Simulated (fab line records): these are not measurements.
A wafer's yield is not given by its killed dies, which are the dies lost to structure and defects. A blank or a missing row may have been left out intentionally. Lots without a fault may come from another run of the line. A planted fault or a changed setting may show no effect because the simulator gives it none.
Which tool is to blame?	flow n5-finfet	33 wafers from 11 lots sampled at 3 of the route's 1938 steps

== WHAT THE GAUGES READ, wafer by wafer ==
N5_PASSIVATION_CD_MEAS_10: the cd target is 3000 nm.
lot	measured	on	cd-nm (nm)
L548	day 12 19:10	cd-sem-02	3000.7 2996.4 2998.9
L549	day 12 22:34	cd-sem-03	2999.1 2999.5 2998.3
L552	day 13 22:38	cd-sem-02	3002.1 3001.1 3001.2
L554	day 13 23:33	cd-sem-02	3002.8 3000.8 3000.8
L553	day 13 22:48	cd-sem-03	2999.8 3003.1 2998.5
L555	day 14 09:32	cd-sem-01	3000.7 2999.4 3000.2
L558	day 15 15:45	cd-sem-01	3004.6 3001.4 3002.4
L561	day 16 09:09	cd-sem-03	2999.2 2999.5 2997.3
L563	day 16 00:01	cd-sem-03	3001.1 2999.7 2999.0
L565	day 17 21:30	cd-sem-03	2998.1 2998.2 2998.2
L571	day 18 22:30	cd-sem-01	3001.2 2997.8 3001.0

== WHICH TOOL RAN EACH LOT (tool, then ch and the chambers of the sampled wafers, then the start) ==
lot	N5_BEOL_M8_ETCH_41	N5_PASSIVATION_PECVD_55
L548	rie-diel-01 ch 1,2,3, day 10 01:38	pecvd-03 ch 0,1,2, day 12 15:13
L549	rie-diel-03 ch 0,1,3, day 10 12:52	pecvd-01 ch 0,2, day 12 22:02
L552	rie-diel-01 ch 0,3, day 11 03:20	pecvd-03 ch 1,2, day 13 22:14
L554	rie-diel-03 ch 0,1,3, day 11 07:14	pecvd-01 ch 1,2, day 13 22:18
L553	rie-diel-03 ch 0,1,2, day 11 10:43	pecvd-03 ch 0,1,2, day 13 22:20
L555	rie-diel-03 ch 1,3, day 11 21:43	pecvd-01 ch 0,1, day 14 07:30
L558	rie-diel-03 ch 1,2, day 13 00:52	pecvd-04 ch 0,2, day 15 15:07
L561	rie-diel-03 ch 0,2,3, day 13 09:25	pecvd-04 ch 0,1,2, day 16 07:07
L563	rie-diel-01 ch 1,3, day 13 14:24	pecvd-04 ch 0,1, day 15 22:01
L565	rie-diel-01 ch 0,1,3, day 14 13:05	pecvd-04 ch 0,2, day 17 20:55
L571	rie-diel-04 ch 0,3, day 15 17:50	pecvd-04 ch 0,1,2, day 18 21:22
- N5_BEOL_M8_ETCH_41: etches SiCN in CH3F/O2, target depth 31.9 nm, time 57.8 s.
- N5_PASSIVATION_PECVD_55: deposits SiO2 from SiH4/N2O, target thk 400 nm, time 22.5 s.

== AS READ BY THE TOOLS THEMSELVES (means over the sampled wafers that have a number; for cases with no such wafer, the mark the record gives instead) ==
N5_BEOL_M8_ETCH_41.
lot	tool	drypump-motor-current-A (A)	oes-product-au (a.u.)	rf-vpp-V (V)	showerhead-plenum-p-Torr (Torr)	throttle-valve-pct (%)
L548	rie-diel-01	5.9	0.71	296.3	1.96	16.40
L549	rie-diel-03	5.7	0.85	296.4	1.94	16.21
L552	rie-diel-01	5.8	0.77	296.9	1.92	16.33
L554	rie-diel-03	5.8	0.83	296.1	1.94	16.22
L553	rie-diel-03	5.7	0.84	297.6	1.99	16.26
L555	rie-diel-03	6.2	0.82	295.5	1.94	16.16
L558	rie-diel-03	5.8	0.78	297.7	2.03	16.46
L561	rie-diel-03	5.5	0.77	296.4	1.97	16.50
L563	rie-diel-01	5.9	0.86	295.9	1.94	16.18
L565	rie-diel-01	5.9	0.79	296.0	1.92	16.21
L571	rie-diel-04	5.5	0.79	296.7	1.99	16.21

N5_PASSIVATION_PECVD_55.
lot	tool	heater-power-outer-w (W)	heater-power-w (W)	showerhead-plenum-p-Torr (Torr)	throttle-valve-pct (%)
L548	pecvd-03	426	715	8.22	51
L549	pecvd-01	427	728	8.15	50
L552	pecvd-03	424	701	8.22	50
L554	pecvd-01	451	783	8.16	51
L553	pecvd-03	396	679	8.24	51
L555	pecvd-01	383	636	8.18	51
L558	pecvd-04	366	629	8.10	53
L561	pecvd-04	385	678	8.15	53
L563	pecvd-04	363	674	8.19	55
L565	pecvd-04	316	590	8.15	56
L571	pecvd-04	424	726	8.14	52

== THE ANSWER, worked out from the rows above alone ==
Rule: the usual values come from the lots themselves. The widest of any qualifying gaps counts: lots, ordered by their means at a reading, are off when they make up no more than a third of the lots, leave a main group of 4 or more, and stand apart from it by 3 or more times the standard deviation of that group's means. The tables above print the reading to a certain number of digits; a main group whose means all agree to those digits is not used. Also off: a lot with no number at a reading for which 4 or more lots have one. Where the step has rows for the other lots, those lots are counted as sound. First the gauges in route order, then the tools' own readings, where a lot's mean is used as printed above. At the first step where some lot is off, the reading lying furthest off is the one used; lots without a number count as furthest.
Across all readings shown, no lot is off: no conclusion can be drawn from this.

== WHAT WAS PUT IN BY THE SIMULATOR ==
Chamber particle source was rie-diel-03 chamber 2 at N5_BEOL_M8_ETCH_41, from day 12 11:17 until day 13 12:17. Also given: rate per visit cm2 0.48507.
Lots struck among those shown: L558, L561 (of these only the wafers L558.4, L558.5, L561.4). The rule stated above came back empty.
